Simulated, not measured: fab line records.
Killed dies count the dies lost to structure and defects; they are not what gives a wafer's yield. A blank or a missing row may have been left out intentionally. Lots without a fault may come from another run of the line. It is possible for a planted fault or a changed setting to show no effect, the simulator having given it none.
fab line records -- flow n5Finfet
record lots=14, wafers=37, lastDay=19
route steps=1938 shown BEOL_M11@1569 PASSIVATION@1936
lots untouched by any fault: they come from a run of this same line in which no faults occurred
startH: hours from the record's opening day to when the first of the lot's shown wafers began -- waitH: hours elapsed since this lot's preceding step -- " repeats the value in the row above -- L1.1+2: several wafers, shown together as one row -- - no value, or no start was given -- * or withheld: withheld -- < > ~ a bound
route shown NAME@n: NAME is a module with steps in the file, n the number in the route of the first one -- usual: average and standard deviation across the fault-free wafers -- same: alike in all rows -- chamber/n: place in a boat -- sites: the reading at each site -- _std_site: their standard deviation -- _edge_site: mean of outer sites minus mean of inner sites -- radiusMm: how far each site lies from the wafer's centre -- mask NAME#n: copy n -- behind: the last tool/chamber to shape the wafer -- hold: cause of the lot's hold/its duration in hours/its outcome -- device: which transistor (n, p or np) failed to switch -- end of line: at the end of the route, the tests of the same wafers -- a step given without rows: its recipe and nothing more -- killed: dies that structure and defects cost at the first sort, which is not the same as the wafer's yield -- map: the dies of a wafer, with x for killed, . for not killed, _ for no die there
set.NAME: the setting that was run; set.NAME@STEP: the one run at that earlier step -- model.NAME: the simulator's own value behind a step, which no gauge read
route steps across a sampled set of lots; one table per step, one row per wafer
services: from which hour (startH, from the record's first day; less than 0 if before it) a tool's chamber was out of use, for how many hours, and why
## steps
# step N5_BEOL_M11_OVL_MEAS_29
# recipe pointsPerWafer=44
# usual V10_OVL=0.0/0.7
lot.wafer,tool,chamber,startH,waitH,V10_OVL[nm]
L928.2,overlay-01,0,245.54,0.0,-0.9
L928.5,overlay-01,0,245.54,0.0,0.4
L928.6,overlay-01,0,245.54,0.0,0.2
L927.1,overlay-01,0,248.99,0.0,-0.7
L927.2,overlay-01,0,248.99,0.0,0.3
L927.5,overlay-01,0,248.99,0.0,0.6
L929.1,overlay-01,0,260.72,0.0,-1.9
L929.5,overlay-01,0,260.72,0.0,-0.6
L929.6,overlay-01,0,260.72,0.0,-1.3
L930.1,overlay-02,0,261.34,0.0,0.1
L930.3,overlay-02,0,261.34,0.0,-0.2
L930.6,overlay-02,0,261.34,0.0,-1.4
L931.3,overlay-01,0,261.51,0.0,0.1
L931.4,overlay-01,0,261.51,0.0,0.5
L931.6,overlay-01,0,261.51,0.0,1.2
L932.3,overlay-02,0,273.94,0.0,0.7
L932.4,overlay-02,0,273.94,0.0,0.9
L932.5,overlay-02,0,273.94,0.0,0.6
L934.1,overlay-02,0,280.49,0.0,-0.6
L934.2,overlay-02,0,280.49,0.0,-0.5
L934.5,overlay-02,0,280.49,0.0,-1.6
L937.3,overlay-02,0,299.80,0.0,-0.4
L937.4,overlay-02,0,299.80,0.0,-0.8
L939.1,overlay-02,0,313.70,0.0,-0.6
L939.2,overlay-02,0,313.70,0.0,-0.4
L939.3,overlay-02,0,313.70,0.0,0.1
L941.1,overlay-01,0,327.55,0.0,-0.1
L941.3,overlay-01,0,327.55,0.0,0.1
L942.3,overlay-01,0,336.63,0.0,-0.4
L942.6,overlay-01,0,336.63,0.0,1.3
L947.2,overlay-01,0,398.25,0.0,0.6
L947.3,overlay-01,0,398.25,0.0,-0.4
L947.4,overlay-01,0,398.25,0.0,-0.2
L948.1,overlay-02,0,398.42,0.0,-0.8
L948.3,overlay-02,0,398.42,0.0,0.8
L949.2,overlay-02,0,401.51,0.0,0.3
L949.3,overlay-02,0,401.51,0.0,-0.2
# step N5_BEOL_M11_SURFACE_TREAT_76
# recipe gas=Ar, timeS=*, ionEnergyEv=*, ionCurrentMaCm2=0.5, pressureMtorr=*, arFlowSccm=30
# usual throttleValvePct=*
lot.wafer,tool,chamber,startH,waitH,throttleValvePct
L928.2,pvdSputter-01,-,247.81,0.2,*
L928.5,pvdSputter-01,-,247.81,0.2,*
L928.6,pvdSputter-01,-,247.81,0.2,*
L927.1,pvdSputter-02,-,251.19,0.2,*
L927.2,pvdSputter-02,-,251.19,0.2,*
L927.5,pvdSputter-02,-,251.19,0.2,*
L929.1,pvdSputter-03,-,262.33,0.2,*
L929.5,pvdSputter-03,-,262.33,0.2,*
L929.6,pvdSputter-03,-,262.33,0.2,*
L930.1,pvdSputter-03,-,264.29,0.2,*
L930.3,pvdSputter-03,-,264.29,0.2,*
L930.6,pvdSputter-03,-,264.29,0.2,*
L931.3,pvdSputter-03,-,264.81,0.2,*
L931.4,pvdSputter-03,-,264.81,0.2,*
L931.6,pvdSputter-03,-,264.81,0.2,*
L932.3,pvdSputter-03,-,280.62,0.8,*
L932.4,pvdSputter-03,-,280.62,0.8,*
L932.5,pvdSputter-03,-,280.62,0.8,*
L934.1,pvdSputter-02,-,282.69,0.2,*
L934.2,pvdSputter-02,-,282.69,0.2,*
L934.5,pvdSputter-02,-,282.69,0.2,*
L937.3,pvdSputter-03,-,301.32,0.2,*
L937.4,pvdSputter-03,-,301.32,0.2,*
L939.1,pvdSputter-02,-,315.96,0.4,*
L939.2,pvdSputter-02,-,315.96,0.4,*
L939.3,pvdSputter-02,-,315.96,0.4,*
L941.1,pvdSputter-03,-,331.60,1.8,*
L941.3,pvdSputter-03,-,331.60,1.8,*
L942.3,pvdSputter-02,-,340.80,0.2,*
L942.6,pvdSputter-02,-,340.80,0.2,*
L947.2,pvdSputter-02,-,401.82,2.0,*
L947.3,pvdSputter-02,-,401.82,2.0,*
L947.4,pvdSputter-02,-,401.82,2.0,*
L948.1,pvdSputter-01,-,402.57,0.2,*
L948.3,pvdSputter-01,-,402.57,0.2,*
L949.2,pvdSputter-01,-,403.13,0.2,*
L949.3,pvdSputter-01,-,403.13,0.2,*
# step N5_BEOL_M11_CVD_75
# recipe material=Co, targetThkA=20, tempC=withheld, precursor=CCTBA/H2, pressureTorr=30, timeS=138.9
# usual runLengthS=161.8/0.52
lot.wafer,tool,chamber,startH,waitH,runLengthS
L928.2,cvdCo-01,1,247.87,0.0,162.0
L928.5,cvdCo-01,0,247.87,0.0,161.3
L928.6,cvdCo-01,1,247.87,0.0,162.8
L927.1,cvdCo-02,1,251.25,0.0,161.9
L927.2,cvdCo-02,2,251.25,0.0,161.3
L927.5,cvdCo-02,2,251.25,0.0,161.5
L929.1,cvdCo-01,2,262.41,0.1,162.2
L929.5,cvdCo-01,0,262.41,0.1,161.2
L929.6,cvdCo-01,2,262.41,0.1,162.8
L930.1,cvdCo-02,1,264.35,0.0,162.1
L930.3,cvdCo-02,0,264.35,0.0,161.4
L930.6,cvdCo-02,0,264.35,0.0,161.7
L931.3,cvdCo-02,1,264.87,0.0,162.0
L931.4,cvdCo-02,1,264.87,0.0,162.0
L931.6,cvdCo-02,0,264.87,0.0,161.7
L932.3,cvdCo-02,2,280.70,0.1,161.3
L932.4,cvdCo-02,2,280.70,0.1,161.3
L932.5,cvdCo-02,0,280.70,0.1,161.7
L934.1,cvdCo-02,2,282.87,0.2,161.5
L934.2,cvdCo-02,1,282.87,0.2,162.0
L934.5,cvdCo-02,2,282.87,0.2,161.0
L937.3,cvdCo-02,2,301.50,0.2,251.6
L937.4,cvdCo-02,2,301.50,0.2,161.7
L939.1,cvdCo-01,1,316.11,0.1,162.6
L939.2,cvdCo-01,0,316.11,0.1,161.0
L939.3,cvdCo-01,2,316.11,0.1,162.2
L941.1,cvdCo-02,0,331.66,0.0,161.5
L941.3,cvdCo-02,2,331.66,0.0,251.7
L942.3,cvdCo-02,0,341.02,0.2,252.1
L942.6,cvdCo-02,2,341.02,0.2,251.5
L947.2,cvdCo-02,1,401.88,0.0,162.3
L947.3,cvdCo-02,2,401.88,0.0,161.6
L947.4,cvdCo-02,1,401.88,0.0,162.1
L948.1,cvdCo-01,0,402.70,0.1,161.0
L948.3,cvdCo-01,1,402.70,0.1,162.6
L949.2,cvdCo-02,1,403.20,0.1,161.9
L949.3,cvdCo-02,0,403.20,0.1,161.6
# step N5_BEOL_M11_SPUTTER_48
# recipe material=Cu, targetThkA=120, tempC=-20, biasV=60, powerW=26000, chamberPressurePa=0.13, timeS=2
# usual throttleValvePct=30.3/1.1
lot.wafer,tool,chamber,startH,waitH,throttleValvePct
L928.2,pvdSputter-01,-,248.07,0.2,31.2
L928.5,pvdSputter-01,-,248.07,0.2,31.3
L928.6,pvdSputter-01,-,248.07,0.2,31.2
L927.1,pvdSputter-01,-,251.41,0.1,30.1
L927.2,pvdSputter-01,-,251.41,0.1,31.0
L927.5,pvdSputter-01,-,251.41,0.1,31.4
L929.1,pvdSputter-01,-,263.45,1.0,31.1
L929.5,pvdSputter-01,-,263.45,1.0,30.8
L929.6,pvdSputter-01,-,263.45,1.0,30.2
L930.1,pvdSputter-03,-,264.55,0.2,29.5
L930.3,pvdSputter-03,-,264.55,0.2,30.3
L930.6,pvdSputter-03,-,264.55,0.2,31.2
L931.3,pvdSputter-02,-,265.03,0.1,29.5
L931.4,pvdSputter-02,-,265.03,0.1,28.7
L931.6,pvdSputter-02,-,265.03,0.1,28.6
L932.3,pvdSputter-03,-,280.98,0.2,32.8
L932.4,pvdSputter-03,-,280.98,0.2,31.4
L932.5,pvdSputter-03,-,280.98,0.2,31.4
L934.1,pvdSputter-02,-,283.09,0.2,28.6
L934.2,pvdSputter-02,-,283.09,0.2,29.4
L934.5,pvdSputter-02,-,283.09,0.2,29.6
L937.3,pvdSputter-01,-,301.61,0.1,31.1
L937.4,pvdSputter-01,-,301.61,0.1,31.5
L939.1,pvdSputter-03,-,317.12,1.0,33.0
L939.2,pvdSputter-03,-,317.12,1.0,29.6
L939.3,pvdSputter-03,-,317.12,1.0,31.3
L941.1,pvdSputter-01,-,331.86,0.1,31.2
L941.3,pvdSputter-01,-,331.86,0.1,31.4
L942.3,pvdSputter-02,-,341.42,0.3,29.3
L942.6,pvdSputter-02,-,341.42,0.3,28.7
L947.2,pvdSputter-02,-,402.00,0.1,29.3
L947.3,pvdSputter-02,-,402.00,0.1,28.7
L947.4,pvdSputter-02,-,402.00,0.1,29.5
L948.1,pvdSputter-01,-,402.81,0.1,31.1
L948.3,pvdSputter-01,-,402.81,0.1,29.9
L949.2,pvdSputter-01,-,403.41,0.2,31.3
L949.3,pvdSputter-01,-,403.41,0.2,31.4
# step N5_PASSIVATION_PROBE_49
# usual defectLimitedYield=91.0/1.6, killed_at_M0_to_M3=35/11, killed_at_M4_up=14/5.3, killedAtContacts=13/6.7, killedAtFrontEnd=41/12, killedAtOther=3.9/2.7, killedDies=106/19, killedOpen=70/14, killedShort=35/8.8, sort_bin_4_leakage=0.01/0.058, sort_bin_5_function=5.3/1, sort_bin_6_memory=3.3/0.81, sortNPass=1073/19, sortYieldPct=91.0/1.6
# same grossDies=1180, killedAtBackSide=0, sort_bin_8_speed[%]=0
lot.wafer,tool,chamber,startH,waitH,defectLimitedYield[%],killed_at_M0_to_M3,killed_at_M4_up,killedAtContacts,killedAtFrontEnd,killedAtOther,killedDies,killedOpen,killedShort,sort_bin_4_leakage[%],sort_bin_5_function[%],sort_bin_6_memory[%],sortNPass,sortYieldPct[%]
L927.1,prober-02,-,303.23,0.0,91.2,33,10,20,36,5,104,71,31,0,4.9,3.6,1076,91.2
L927.2,prober-02,-,303.28,0.1,90.8,18,19,14,53,5,109,64,36,0,4.5,3.7,1071,90.8
L927.5,prober-02,-,303.43,0.2,90.6,16,12,15,63,5,111,73,36,0,5.7,3.5,1069,90.6
L929.1,prober-01,-,308.06,1.0,89.9,46,13,11,44,5,119,88,30,0,6.0,3.9,1061,89.9
L929.5,prober-01,-,308.26,1.2,90.1,33,13,25,37,9,117,75,39,0,6.7,3.0,1063,90.1
L929.6,prober-01,-,308.31,1.2,87.1,57,16,27,48,4,152,109,42,0.08,7.8,4.7,1027,87.0
L928.2,prober-02,-,318.55,0.1,91.1,25,9,17,46,8,105,74,29,0,5.9,2.6,1075,91.1
L928.5,prober-02,-,318.70,0.2,91.4,46,6,18,28,3,101,65,34,0,4.8,3.2,1079,91.4
L928.6,prober-02,-,318.75,0.3,90.3,44,7,13,45,5,114,72,38,0,6.9,2.5,1066,90.3
L930.1,prober-01,-,319.03,0.0,93.7,23,16,8,20,7,74,47,24,0,3.5,2.7,1106,93.7
L930.3,prober-01,-,319.13,0.1,91.4,38,13,10,37,3,101,60,40,0,5.6,2.8,1079,91.4
L930.6,prober-01,-,319.28,0.3,92.5,35,13,10,30,1,89,55,32,0,4.9,2.4,1091,92.5
L931.3,prober-02,-,319.75,0.1,92.1,47,9,14,22,1,93,65,28,0,5.3,2.5,1087,92.1
L931.4,prober-02,-,319.80,0.2,90.4,53,6,23,26,5,113,87,22,0,4.8,4.3,1067,90.4
L931.6,prober-02,-,319.90,0.3,92.1,44,11,5,33,0,93,51,42,0,4.2,3.3,1087,92.1
L932.3,prober-01,-,324.08,0.1,91.7,37,16,7,37,1,98,72,26,0,5.0,3.1,1082,91.7
L932.4,prober-01,-,324.13,0.2,92.1,35,12,6,38,2,93,58,34,0,5.0,2.6,1087,92.1
L932.5,prober-01,-,324.18,0.2,89.7,34,22,6,55,4,121,86,34,0,6.4,3.6,1059,89.7
L934.1,prober-02,-,325.83,0.0,89.5,25,14,16,66,3,124,66,54,0,5.3,4.5,1056,89.5
L934.2,prober-02,-,325.88,0.1,89.9,23,12,17,55,12,119,69,49,0,6.2,3.6,1061,89.9
L934.5,prober-02,-,326.03,0.2,90.3,23,12,17,59,4,115,64,47,0,5.3,3.6,1065,90.3
L937.3,prober-01,-,343.85,0.1,92.6,34,9,9,30,5,87,58,20,0,4.6,2.2,1093,92.6
L937.4,prober-01,-,343.90,0.2,91.4,41,17,8,28,8,102,68,33,0,5.5,2.9,1078,91.4
L939.1,prober-02,-,358.37,0.0,88.4,35,24,16,53,9,137,82,55,0,7.6,3.6,1043,88.4
L939.2,prober-02,-,358.42,0.1,88.6,54,20,18,38,5,135,82,52,0,7.4,3.5,1045,88.6
L939.3,prober-02,-,358.47,0.1,90.2,38,10,15,48,5,116,77,39,0,6.1,3.4,1064,90.2
L941.1,prober-02,-,369.64,0.0,91.6,37,19,16,25,2,99,66,33,0,5.1,3.1,1081,91.6
L941.3,prober-02,-,369.74,0.1,92.6,18,8,16,44,1,87,57,29,0,4.0,3.4,1093,92.6
L942.3,prober-01,-,387.78,0.1,92.6,23,21,11,27,5,87,64,23,0,4.2,3.0,1093,92.6
L942.6,prober-01,-,387.93,0.3,93.1,19,5,15,39,4,82,61,21,0,3.7,2.9,1098,93.1
L947.2,prober-01,-,442.37,0.1,91.8,33,18,8,34,4,97,63,33,0,4.8,3.3,1083,91.8
L947.3,prober-01,-,442.42,0.1,91.8,37,23,8,23,6,97,71,25,0,5.0,3.1,1083,91.8
L947.4,prober-01,-,442.47,0.2,88.8,42,18,19,48,5,132,89,40,0,6.5,4.1,1048,88.8
L948.1,prober-01,-,450.01,0.0,89.0,30,14,28,51,7,130,88,42,0,7.3,3.3,1050,89.0
L948.3,prober-01,-,450.11,0.1,90.6,40,6,15,46,4,111,67,36,0,5.2,3.4,1069,90.6
L949.2,prober-01,-,450.36,0.4,90.5,36,13,13,44,6,112,72,39,0,5.4,3.9,1068,90.5
L949.3,prober-01,-,450.41,0.4,91.9,25,7,18,43,2,95,68,27,0,4.5,3.3,1085,91.9
# killed by level:class
L927.1 MOL_CONTACT_COAG:geometricParticle:open=17 FIN_SAQP:geometricParticle:open=9 BEOL_M0_SAQP:geometricParticle:short=9 GATE_CUT:geometricParticle:short=7 BEOL_M1:geometricParticle:open=7 BEOL_M0_SAQP:geometricParticle:open=6 BEOL_M2:geometricParticle:open=6 FIN_SAQP:geometricParticle:short=4
L927.2 MOL_CONTACT_COAG:geometricParticle:open=12 BEOL_M4:geometricParticle:open=11 FIN_SAQP:geometricParticle:open=10 FIN_SAQP:geometricParticle:short=8 DUMMY_GATE:geometricParticle:open=7 HKMG_FIN:areaEtch=7 BEOL_M0_SAQP:geometricParticle:open=6 STI_FIN_REVEAL:geometricParticle:short=4
L927.5 STI_FIN_REVEAL:geometricParticle:open=19 MOL_CONTACT_COAG:geometricParticle:open=11 FIN_SAQP:geometricParticle:open=9 FIN_SAQP:geometricParticle:short=8 BEOL_M2:geometricParticle:open=5 BEOL_M0_SAQP:geometricParticle:open=5 STI_FIN_REVEAL:geometricParticle:short=4 MOL_CONTACT_COAG:geometricParticle:short=4
L929.1 BEOL_M0_SAQP:geometricParticle:open=17 FIN_SAQP:geometricParticle:short=11 MOL_CONTACT_COAG:geometricParticle:open=11 FIN_SAQP:geometricParticle:open=10 BEOL_M1:geometricParticle:open=8 BEOL_M3:geometricParticle:open=8 BEOL_M0_SAQP:geometricParticle:short=7 BEOL_M4:geometricParticle:open=5
L929.5 MOL_CONTACT_COAG:geometricParticle:open=20 BEOL_M0_SAQP:geometricParticle:short=10 FIN_SAQP:geometricParticle:short=9 BEOL_M1:geometricParticle:open=8 DUMMY_GATE:geometricParticle:open=7 BEOL_M0_SAQP:geometricParticle:open=6 FIN_SAQP:geometricParticle:open=5 BEOL_M3:geometricParticle:open=5
L929.6 MOL_CONTACT_COAG:geometricParticle:open=24 BEOL_M0_SAQP:geometricParticle:short=17 BEOL_M0_SAQP:geometricParticle:open=14 FIN_SAQP:geometricParticle:open=13 BEOL_M3:geometricParticle:open=13 FIN_SAQP:geometricParticle:short=10 BEOL_M5:geometricParticle:open=9 DUMMY_GATE:geometricParticle:open=6
L928.2 MOL_CONTACT_COAG:geometricParticle:open=13 STI_FIN_REVEAL:geometricParticle:open=12 GATE_CUT:geometricParticle:short=8 FIN_SAQP:geometricParticle:open=7 BEOL_M0_SAQP:geometricParticle:open=7 BEOL_M3:geometricParticle:open=6 STI_FIN_REVEAL:geometricParticle:short=5 GATE_CUT:geometricParticle:open=5
L928.5 BEOL_M2:geometricParticle:open=13 MOL_CONTACT_COAG:geometricParticle:open=10 MOL_CONTACT_COAG:geometricParticle:short=8 BEOL_M1:geometricParticle:open=8 STI_FIN_REVEAL:geometricParticle:open=7 BEOL_M0_SAQP:geometricParticle:open=7 FIN_SAQP:geometricParticle:short=5 BEOL_M0_SAQP:geometricParticle:short=5
L928.6 MOL_CONTACT_COAG:geometricParticle:open=13 BEOL_M3:geometricParticle:open=12 GATE_CUT:geometricParticle:open=8 GATE_CUT:geometricParticle:short=8 BEOL_M0_SAQP:geometricParticle:short=7 BEOL_M0_SAQP:geometricParticle:open=6 BEOL_M1:geometricParticle:short=6 STI_FIN_REVEAL:geometricParticle:open=5
L930.1 BEOL_M4:geometricParticle:open=9 MOL_CONTACT_COAG:geometricParticle:open=8 BEOL_M0_SAQP:geometricParticle:open=8 BEOL_M0_SAQP:geometricParticle:short=7 FIN_SAQP:geometricParticle:short=5 FIN_SAQP:geometricParticle:open=4 STI_FIN_REVEAL:geometricParticle:open=3 BEOL_M6:geometricParticle:short=3
L930.3 BEOL_M0_SAQP:geometricParticle:open=11 FIN_SAQP:geometricParticle:open=9 BEOL_M0_SAQP:geometricParticle:short=9 MOL_CONTACT_COAG:geometricParticle:open=7 FIN_SAQP:geometricParticle:short=6 BEOL_M3:geometricParticle:open=6 STI_FIN_REVEAL:geometricParticle:open=5 BEOL_M4:geometricParticle:open=5
L930.6 BEOL_M0_SAQP:geometricParticle:short=10 BEOL_M3:geometricParticle:open=8 FIN_SAQP:geometricParticle:open=7 MOL_CONTACT_COAG:geometricParticle:open=7 BEOL_M0_SAQP:geometricParticle:open=7 BEOL_M4:geometricParticle:open=7 FIN_SAQP:geometricParticle:short=6 STI_FIN_REVEAL:geometricParticle:open=5
L931.3 MOL_CONTACT_COAG:geometricParticle:open=12 BEOL_M0_SAQP:geometricParticle:open=9 BEOL_M1:geometricParticle:short=9 BEOL_M1:geometricParticle:open=7 BEOL_M3:geometricParticle:open=7 BEOL_M0_SAQP:geometricParticle:short=6 SDB:geometricParticle:open=4 BEOL_M0:geometricParticle:open=4
L931.4 MOL_CONTACT_COAG:geometricParticle:open=23 BEOL_M3:geometricParticle:open=16 BEOL_M0_SAQP:geometricParticle:open=10 BEOL_M0_SAQP:geometricParticle:short=8 BEOL_M1:geometricParticle:open=7 FIN_SAQP:geometricParticle:open=6 BEOL_M3:geometricParticle:short=6 BEOL_M0:geometricParticle:open=4
L931.6 BEOL_M0_SAQP:geometricParticle:short=10 FIN_SAQP:geometricParticle:open=8 BEOL_M0_SAQP:geometricParticle:open=7 FIN_SAQP:geometricParticle:short=6 BEOL_M3:geometricParticle:open=6 DUMMY_GATE:geometricParticle:open=5 BEOL_M1:geometricParticle:open=5 BEOL_M3:geometricParticle:short=4
L932.3 STI_FIN_REVEAL:geometricParticle:open=17 BEOL_M0_SAQP:geometricParticle:open=13 BEOL_M2:geometricParticle:open=11 BEOL_M5:geometricParticle:open=10 BEOL_M0_SAQP:geometricParticle:short=6 STI_FIN_REVEAL:geometricParticle:short=4 MOL_CONTACT_COAG:geometricParticle:open=4 FIN_SAQP:geometricParticle:short=3
L932.4 BEOL_M3:geometricParticle:open=14 STI_FIN_REVEAL:geometricParticle:open=10 FIN_SAQP:geometricParticle:open=8 BEOL_M0_SAQP:geometricParticle:short=8 FIN_SAQP:geometricParticle:short=7 MOL_CONTACT_COAG:geometricParticle:open=6 BEOL_M3:geometricParticle:short=4 BEOL_M5:geometricParticle:open=4
L932.5 STI_FIN_REVEAL:geometricParticle:open=21 BEOL_M5:geometricParticle:open=12 BEOL_M2:geometricParticle:open=10 BEOL_M0_SAQP:geometricParticle:short=9 BEOL_M1:geometricParticle:open=7 BEOL_M0_SAQP:geometricParticle:open=6 STI_FIN_REVEAL:geometricParticle:short=5 MOL_CONTACT_COAG:geometricParticle:open=5
L934.1 STI_FIN_REVEAL:geometricParticle:open=15 MOL_CONTACT_COAG:geometricParticle:open=12 FIN_SAQP:geometricParticle:short=11 GATE_CUT:geometricParticle:short=11 FIN_SAQP:geometricParticle:open=10 BEOL_M0_SAQP:geometricParticle:short=8 BEOL_M0_SAQP:geometricParticle:open=6 GATE_CUT:geometricParticle:open=5
L934.2 MOL_CONTACT_COAG:geometricParticle:open=13 FIN_SAQP:geometricParticle:short=10 FIN_SAQP:geometricParticle:open=9 STI_FIN_REVEAL:geometricParticle:open=9 GATE_CUT:geometricParticle:short=9 BEOL_M0_SAQP:geometricParticle:open=7 BEOL_M0_SAQP:geometricParticle:short=6 STARTING-WAFER:geometricParticle:short=5
L934.5 MOL_CONTACT_COAG:geometricParticle:open=14 FIN_SAQP:geometricParticle:open=10 GATE_CUT:geometricParticle:short=9 FIN_SAQP:geometricParticle:short=8 DUMMY_GATE:geometricParticle:open=6 BEOL_M0_SAQP:geometricParticle:short=6 BEOL_M3:geometricParticle:open=6 BEOL_M4:geometricParticle:short=5
L937.3 STI_FIN_REVEAL:geometricParticle:open=9 BEOL_M0_SAQP:geometricParticle:open=9 MOL_CONTACT_COAG:geometricParticle:open=7 BEOL_M1:geometricParticle:open=7 BEOL_M2:geometricParticle:open=5 BEOL_M3:geometricParticle:open=5 HKMG_FIN:areaEtch=5 BEOL_M0_SAQP:geometricParticle:short=4
L937.4 BEOL_M3:geometricParticle:open=13 BEOL_M4:geometricParticle:open=10 BEOL_M1:geometricParticle:open=8 DUMMY_GATE:geometricParticle:open=6 MOL_CONTACT_COAG:geometricParticle:open=6 BEOL_M2:geometricParticle:open=6 BEOL_M2:geometricParticle:short=5 BEOL_M3:geometricParticle:short=4
L939.1 STI_FIN_REVEAL:geometricParticle:open=17 BEOL_M4:geometricParticle:open=14 BEOL_M0_SAQP:geometricParticle:short=12 MOL_CONTACT_COAG:geometricParticle:open=11 FIN_SAQP:geometricParticle:open=10 BEOL_M0_SAQP:geometricParticle:open=9 FIN_SAQP:geometricParticle:short=6 GATE_CUT:geometricParticle:short=6
L939.2 MOL_CONTACT_COAG:geometricParticle:open=16 BEOL_M0_SAQP:geometricParticle:short=13 BEOL_M0_SAQP:geometricParticle:open=11 BEOL_M0:geometricParticle:open=11 BEOL_M4:geometricParticle:open=11 FIN_SAQP:geometricParticle:open=10 FIN_SAQP:geometricParticle:short=9 BEOL_M4:geometricParticle:short=6
L939.3 FIN_SAQP:geometricParticle:open=17 BEOL_M0_SAQP:geometricParticle:short=12 MOL_CONTACT_COAG:geometricParticle:open=11 FIN_SAQP:geometricParticle:short=9 BEOL_M3:geometricParticle:open=9 BEOL_M4:geometricParticle:open=8 STI_FIN_REVEAL:geometricParticle:open=8 BEOL_M0_SAQP:geometricParticle:open=5
L941.1 MOL_CONTACT_COAG:geometricParticle:open=14 BEOL_M0_SAQP:geometricParticle:short=11 BEOL_M4:geometricParticle:open=9 BEOL_M0_SAQP:geometricParticle:open=8 STI_FIN_REVEAL:geometricParticle:open=7 BEOL_M1:geometricParticle:open=7 BEOL_M1:geometricParticle:short=5 FIN_SAQP:geometricParticle:short=4
L941.3 MOL_CONTACT_COAG:geometricParticle:open=13 FIN_SAQP:geometricParticle:open=11 FIN_SAQP:geometricParticle:short=9 BEOL_M1:geometricParticle:open=6 STI_FIN_REVEAL:geometricParticle:open=5 BEOL_M0_SAQP:geometricParticle:short=4 STI_FIN_REVEAL:geometricParticle:short=3 SPACER0:geometricParticle:short=3
L942.3 BEOL_M0_SAQP:geometricParticle:open=11 BEOL_M4:geometricParticle:open=10 MOL_CONTACT_COAG:geometricParticle:open=9 STI_FIN_REVEAL:geometricParticle:open=7 FIN_SAQP:geometricParticle:short=4 ILD0:geometricParticle:short=4 BEOL_M0_SAQP:geometricParticle:short=4 BEOL_M0:geometricParticle:open=3
L942.6 MOL_CONTACT_COAG:geometricParticle:open=13 STI_FIN_REVEAL:geometricParticle:open=11 FIN_SAQP:geometricParticle:open=6 DUMMY_GATE:geometricParticle:open=5 GATE_CUT:geometricParticle:short=5 BEOL_M0_SAQP:geometricParticle:short=5 BEOL_M1:geometricParticle:open=5 ILD0:geometricParticle:open=3
L947.2 BEOL_M1:geometricParticle:open=11 BEOL_M4:geometricParticle:open=11 FIN_SAQP:geometricParticle:short=7 BEOL_M3:geometricParticle:open=7 BEOL_M2:geometricParticle:open=6 DUMMY_GATE:geometricParticle:open=5 MOL_CONTACT_COAG:geometricParticle:short=5 FIN_SAQP:geometricParticle:open=4
L947.3 BEOL_M4:geometricParticle:open=18 BEOL_M3:geometricParticle:open=12 MOL_CONTACT_COAG:geometricParticle:open=8 BEOL_M0_SAQP:geometricParticle:short=7 BEOL_M1:geometricParticle:open=6 FIN_SAQP:geometricParticle:short=5 BEOL_M0_SAQP:geometricParticle:open=5 STI_FIN_REVEAL:geometricParticle:open=4
L947.4 STI_FIN_REVEAL:geometricParticle:open=13 MOL_CONTACT_COAG:geometricParticle:open=11 BEOL_M1:geometricParticle:open=10 BEOL_M3:geometricParticle:open=10 BEOL_M4:geometricParticle:open=10 FIN_SAQP:geometricParticle:open=9 MOL_CONTACT_COAG:geometricParticle:short=8 FIN_SAQP:geometricParticle:short=6
L948.1 MOL_CONTACT_COAG:geometricParticle:open=24 STI_FIN_REVEAL:geometricParticle:open=15 GATE_CUT:geometricParticle:short=8 BEOL_M3:geometricParticle:open=6 FIN_SAQP:geometricParticle:short=5 BEOL_M2:geometricParticle:open=5 BEOL_M0_SAQP:geometricParticle:open=5 BEOL_M1:geometricParticle:open=5
L948.3 BEOL_M0_SAQP:geometricParticle:short=13 STI_FIN_REVEAL:geometricParticle:open=12 MOL_CONTACT_COAG:geometricParticle:open=12 BEOL_M0_SAQP:geometricParticle:open=11 BEOL_M2:geometricParticle:open=7 HKMG_FIN:areaEtch=6 STI_FIN_REVEAL:geometricParticle:short=5 DUMMY_GATE:geometricParticle:open=5
L949.2 FIN_SAQP:geometricParticle:short=13 FIN_SAQP:geometricParticle:open=12 MOL_CONTACT_COAG:geometricParticle:open=10 BEOL_M1:geometricParticle:short=6 BEOL_M1:geometricParticle:open=6 STI_FIN_REVEAL:geometricParticle:open=5 BEOL_M3:geometricParticle:open=5 BEOL_M0_SAQP:geometricParticle:open=5
L949.3 MOL_CONTACT_COAG:geometricParticle:open=15 FIN_SAQP:geometricParticle:open=14 STI_FIN_REVEAL:geometricParticle:open=8 BEOL_M1:geometricParticle:open=7 BEOL_M1:geometricParticle:short=4 GATE_CUT:geometricParticle:short=4 BEOL_M3:geometricParticle:open=4 STI_FIN_REVEAL:geometricParticle:short=3
## services
tool,chamber,startH,hours,kind
cvdCo-01,-,272.76,6.0,pm
pvdSputter-03,-,294.50,0.8,repair
cvdCo-02,-,328.35,1.1,repair
cvdCo-02,1,333.33,-,clean
cvdCo-02,1,333.33,22.0,scheduledDown
cvdCo-02,1,333.33,22.0,ventCycle
pvdSputter-03,-,376.74,2.5,repair
cvdCo-01,-,395.90,0.6,repair
pvdSputter-01,-,396.40,1.4,repair
## key
firstSign step=N5_BEOL_M11_CVD_75, reading=runLengthS, direction=up, sigmas=99+, usual=*, struck=*
effect none on later readings
metAt N5_BEOL_M11_CVD_75
struckLots L937,L941,L942
struckWafers L937.3,L941.3,L942.3,L942.6
notActingAt N5_BEOL_M11_OVL_MEAS_29,N5_BEOL_M11_SURFACE_TREAT_76,N5_BEOL_M11_SPUTTER_48
onsetBetween 282.87 301.50
fault kind=processParameterDrift, tool=cvdCo-02, chamber=-, onsetH=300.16, steps=N5_BEOL_M11_CVD_75, channel=timeS, offset=*, shape=step, endH=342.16, scope=struckWafersOnly, actsIn=*, stated=*
